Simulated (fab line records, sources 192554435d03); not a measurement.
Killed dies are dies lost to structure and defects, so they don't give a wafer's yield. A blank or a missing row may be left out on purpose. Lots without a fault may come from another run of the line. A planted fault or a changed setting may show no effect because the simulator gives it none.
Problem report in the 8D (eight disciplines) form, filled by code | flow n5_finfet | the parts of the form that need people (team, actions taken, sign-off) are left out

1. THE PROBLEM
time_to_endpoint_s at N5_BEOL_M4_CMP_52 reads a mean of 0 s on 6 wafers of 2 lots; wafers without a fault read 62 s with a standard deviation of 3.1. That is -20 standard deviations from the usual mean.
The step: polishes, stops on SiOC, t overpolish 6.8 s, target thk 40 nm.
First seen on wafer L806.1, day 12 10:38, on cmp-02. The record holds 30 wafers of 10 lots with a number at this step. Rule for "out", or "out of limits": more than 4 standard deviations from the usual mean. The other wafers with a number count as sound.

2. WHAT IT IS AND WHAT IT IS NOT
question                    | is                     | is not
which readings at this step | time_to_endpoint_s     | clearing_platen_rpm, motor_current_A, retaining_ring_pressure_frac
which lots                  | L804, L806             | L789, L790, L791, L793, L794, L796, L800, L802
which wafers of those lots  | all that have a number | -
read on which tools         | cmp-02, cmp-04         | cmp-03
when                        | from day 12 10:38      | up to then (24 sound wafers)

3. SUSPECTS, AND WHAT RULES EACH OUT
Counting: a tool at a process step up to the reading stays a suspect if it ran every lot that is out and no sound lot after the first of them.
- pvd_sputter-03 at N5_BEOL_M4_SPUTTER_86 (material Cu, target thk 4.5 nm, time 8.29 s): kept. It ran every lot that is out, first L806 (day 12 08:58), and no sound lot after that; its last sound lot up to then is L794 (day 9 17:53).
- pvd_sputter-03 at N5_BEOL_M4_SPUTTER_92 (material Cu, target thk 4.5 nm, time 8.29 s): kept. It ran every lot that is out, first L806 (day 12 09:38), and no sound lot after that; its last sound lot up to then is L794 (day 9 18:32).
- ecd_cu-02 at N5_BEOL_M4_ECD_50 (material Cu, target thk 300 nm): kept. It ran every lot that is out, first L806 (day 12 10:11), and no sound lot after that; its last sound lot up to then is L800 (day 11 14:40).
Left after counting: pvd_sputter-03 at N5_BEOL_M4_SPUTTER_86, pvd_sputter-03 at N5_BEOL_M4_SPUTTER_92, ecd_cu-02 at N5_BEOL_M4_ECD_50.

4. THE CAUSE (what the simulator had put in)
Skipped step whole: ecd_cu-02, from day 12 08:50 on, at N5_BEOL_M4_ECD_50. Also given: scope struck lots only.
Counting left 3 suspects, and this tool is among them.

5. THE CHAIN OF EFFECTS, in route order
Each row: a reading whose mean over the struck wafers that have a number lies more than 3 standard deviations from the usual. Only readings for which the record gives a usual standard deviation are gone through. hours: the time from each lot's start at the first step in this table that gives one to its start at this step, as a median over the lots. sigmas: the change in usual standard deviations.
hours | step                    | reading              | usual  | on struck wafers | change | sigmas
0     | N5_BEOL_M4_CMP_52       | time_to_endpoint_s   | 62 s   | 0                | -62    | -20
103   | N5_PASSIVATION_PROBE_49 | defect_limited_yield | 91.3 % | 0.0              | -91.3  | -65
103   | N5_PASSIVATION_PROBE_49 | killed_at_M4_up      | 13     | 1092             | +1078  | +99 or more
103   | N5_PASSIVATION_PROBE_49 | killed_dies          | 102    | 1180             | +1078  | +63
103   | N5_PASSIVATION_PROBE_49 | killed_on_rim        | 13     | 152              | +139   | +36
103   | N5_PASSIVATION_PROBE_49 | sort_bin_5_function  | 5.1 %  | 96.4             | +91.3  | +91
103   | N5_PASSIVATION_PROBE_49 | sort_n_pass          | 1078   | 0                | -1078  | -63
103   | N5_PASSIVATION_PROBE_49 | sort_yield_pct       | 91.3 % | 0.0              | -91.3  | -65
The process steps in it:
- N5_BEOL_M4_CMP_52: polishes, stops on SiOC, t overpolish 6.8 s, target thk 40 nm.
- N5_PASSIVATION_PROBE_49

6. WHAT WOULD HAVE CAUGHT IT SOONER
In this record the first reading out of limits was taken at day 12 10:38, 2 hours after the fault began at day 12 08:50.
Of the lots that are out (2), L804 began N5_BEOL_M4_ECD_50 on ecd_cu-02 after day 12 10:38. A hold on the tool at that time would have spared it.
